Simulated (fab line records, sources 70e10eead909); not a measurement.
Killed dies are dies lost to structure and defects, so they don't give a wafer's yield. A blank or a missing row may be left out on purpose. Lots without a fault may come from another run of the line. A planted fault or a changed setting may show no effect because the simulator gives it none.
A struck lot beside a sound one | flow nand_harc | 13 steps out of a route of 1302
Sound: wafers L278.1, L278.3, L278.6. Struck: wafers L284.1, L284.3, L284.6. The cause comes at the end.
At each step with rows: each side's tool, then ch and its chambers, then its first start. Under that, the readings that differ: sound wafers | struck wafers | difference of the means | sigmas: that difference in standard deviations of wafers without a fault.
alike: readings whose means differ by less than 2 such deviations, and words and numbers that are the same on both sides. not compared: withheld readings, readings that some wafer has no value for, bounds like >300 that may hide the same value, and numbers for which the record gives no deviation and whose values overlap.
The two part at a step that has a row with sigmas, a row that says differs or no value, or rows on one side only. Numbers that don't overlap but have no deviation are shown without sigmas and don't part them. A reading that every wafer of one side lacks parts them only if that side has two wafers or more.

first, 1 step without rows for these wafers: NHARC_P_M0_SRD_25.
NHARC_P_M0_INSPECT_27:
  sound on defect_inspect-01, day 6 16:47; struck on defect_inspect-02, day 9 01:22
  alike: raw_defect_count
NHARC_P_M0_PRE_CLEAN_31: time 12 s.
  sound on pecvd-02 ch 0,2, day 6 16:51; struck on pecvd-04 ch 0,1, day 9 01:26
  alike: heater_power_w
NHARC_P_M0_DEP_32: deposits SiCN, target thk 30 nm.
  sound on pecvd-02 ch 0,2, day 6 16:56; struck on pecvd-04 ch 0,1, day 9 01:31
  alike: heater_power_w, showerhead_vpp_V
then, 7 steps without rows for these wafers: NHARC_P_M1_DEP_00 (deposits SiOC, target thk 182.5 nm); NHARC_P_M1_DEHYDRATE_01 (time 120 s); NHARC_P_M1_HMDS_02 (time 30 s); NHARC_P_M1_COAT_34 (time 65 s); NHARC_P_M1_COAT_03 (resist thk 90 nm); NHARC_P_M1_SOFTBAKE_04 (time 55 s); NHARC_P_M1_EBR_05.
NHARC_P_M1_EXPOSE_06: exposes mask P M1, target cd 130 nm.
  sound on arfi_scanner-03 ch 0, day 6 18:01; struck on arfi_scanner-03, day 9 02:38
  no value came back on the struck wafers for exposure_dose_mJ_cm2, focus_offset_nm (nm); on the sound wafers exposure_dose_mJ_cm2 reads 81.67 81.79 81.91
  alike: mask
then, 1 step without rows for these wafers: NHARC_P_M1_PEB_07 (peb time 65 s).

WHERE THEY PART
Only at NHARC_P_M1_EXPOSE_06, within this record.

WHY: what the simulator had put in
Skipped step whole: arfi_scanner-03, from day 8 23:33 on, at NHARC_P_M1_EXPOSE_06. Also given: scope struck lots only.
